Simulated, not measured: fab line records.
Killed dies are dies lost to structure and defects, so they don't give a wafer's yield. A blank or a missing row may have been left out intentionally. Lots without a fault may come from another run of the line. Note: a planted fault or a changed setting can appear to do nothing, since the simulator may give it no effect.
Chamber matching / flow n5 finfet / 3 sister chambers for N5_BEOL_M7_ETCH_62 on rie diel-03
The step etches SOC in N2/H2, target depth 110 nm, overetch 22 nm, time 165 s. 18 wafers are shown with their chamber, then 6 later ones without.

== WAFERS WITH THEIR CHAMBER ==
wafer=L075.4; chamber=2; showerhead plenum p Torr (Torr)=2.47; drypump motor current A (A)=5.3; oes product au (a.u.)=0.72
wafer=L075.5; chamber=3; showerhead plenum p Torr (Torr)=2.40; drypump motor current A (A)=6.5; oes product au (a.u.)=0.59
wafer=L075.6; chamber=1; showerhead plenum p Torr (Torr)=2.71; drypump motor current A (A)=5.0; oes product au (a.u.)=0.74
wafer=L077.3; chamber=2; showerhead plenum p Torr (Torr)=2.47; drypump motor current A (A)=5.3; oes product au (a.u.)=0.71
wafer=L077.5; chamber=1; showerhead plenum p Torr (Torr)=2.71; drypump motor current A (A)=5.0; oes product au (a.u.)=0.73
wafer=L077.6; chamber=2; showerhead plenum p Torr (Torr)=2.47; drypump motor current A (A)=5.2; oes product au (a.u.)=0.71
wafer=L079.1; chamber=1; showerhead plenum p Torr (Torr)=2.71; drypump motor current A (A)=5.1; oes product au (a.u.)=0.73
wafer=L079.2; chamber=3; showerhead plenum p Torr (Torr)=2.39; drypump motor current A (A)=6.5; oes product au (a.u.)=0.59
wafer=L079.6; chamber=3; showerhead plenum p Torr (Torr)=2.40; drypump motor current A (A)=6.5; oes product au (a.u.)=0.59
wafer=L081.1; chamber=2; showerhead plenum p Torr (Torr)=2.47; drypump motor current A (A)=5.3; oes product au (a.u.)=0.71
wafer=L081.3; chamber=3; showerhead plenum p Torr (Torr)=2.39; drypump motor current A (A)=6.5; oes product au (a.u.)=0.58
wafer=L081.6; chamber=3; showerhead plenum p Torr (Torr)=2.39; drypump motor current A (A)=6.5; oes product au (a.u.)=0.59
wafer=L082.1; chamber=1; showerhead plenum p Torr (Torr)=2.70; drypump motor current A (A)=5.0; oes product au (a.u.)=0.72
wafer=L082.3; chamber=2; showerhead plenum p Torr (Torr)=2.47; drypump motor current A (A)=5.3; oes product au (a.u.)=0.71
wafer=L082.4; chamber=2; showerhead plenum p Torr (Torr)=2.47; drypump motor current A (A)=5.3; oes product au (a.u.)=0.70
wafer=L084.2; chamber=2; showerhead plenum p Torr (Torr)=2.47; drypump motor current A (A)=5.2; oes product au (a.u.)=0.70
wafer=L084.3; chamber=3; showerhead plenum p Torr (Torr)=2.39; drypump motor current A (A)=6.5; oes product au (a.u.)=0.59
wafer=L084.6; chamber=3; showerhead plenum p Torr (Torr)=2.39; drypump motor current A (A)=6.5; oes product au (a.u.)=0.58

SIGNATURES (means of the wafers above)
reading=showerhead plenum p Torr; chamber 1=2.7075; chamber 2=2.4700; chamber 3=2.3929; scatter within a chamber=0.00381
reading=drypump motor current A; chamber 1=5.025; chamber 2=5.271; chamber 3=6.500; scatter within a chamber=0.0381
reading=oes product au; chamber 1=0.7300; chamber 2=0.7086; chamber 3=0.5871; scatter within a chamber=0.00647
Rule: for each reading, subtract the chamber's mean from the wafer's reading, divide by that reading's scatter and square the result; add these up over the readings and take the root, which gives the wafer's distance from the chamber. The wafer belongs to the nearest chamber; if the next one is less than 2 further off, it can't be placed. The scatter is the square root of a quotient: the sum, over the shown wafers, of each reading's squared deviation from its chamber's mean, divided by wafers minus chambers.

== WAFERS WITH NO CHAMBER GIVEN ==
wafer=L089.2; showerhead plenum p Torr (Torr)=2.70; drypump motor current A (A)=5.0; oes product au (a.u.)=0.70
wafer=L089.3; showerhead plenum p Torr (Torr)=2.46; drypump motor current A (A)=5.3; oes product au (a.u.)=0.69
wafer=L092.1; showerhead plenum p Torr (Torr)=2.71; drypump motor current A (A)=6.5; oes product au (a.u.)=0.81
wafer=L092.2; showerhead plenum p Torr (Torr)=2.69; drypump motor current A (A)=5.0; oes product au (a.u.)=0.70
wafer=L097.2; showerhead plenum p Torr (Torr)=2.70; drypump motor current A (A)=6.4; oes product au (a.u.)=0.78
wafer=L097.4; showerhead plenum p Torr (Torr)=2.45; drypump motor current A (A)=5.3; oes product au (a.u.)=0.67

== WHICH CHAMBER EACH ONE RAN IN ==
wafer=L089.2; from the rows above=1; in truth=1
wafer=L089.3; from the rows above=2; in truth=2
wafer=L092.1; from the rows above=1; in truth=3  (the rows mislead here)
wafer=L092.2; from the rows above=1; in truth=1
wafer=L097.2; from the rows above=1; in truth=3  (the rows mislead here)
wafer=L097.4; from the rows above=2; in truth=2
Correct placement for 4 of the 6. Can't be placed from these rows: 0. 2 placed wrongly.
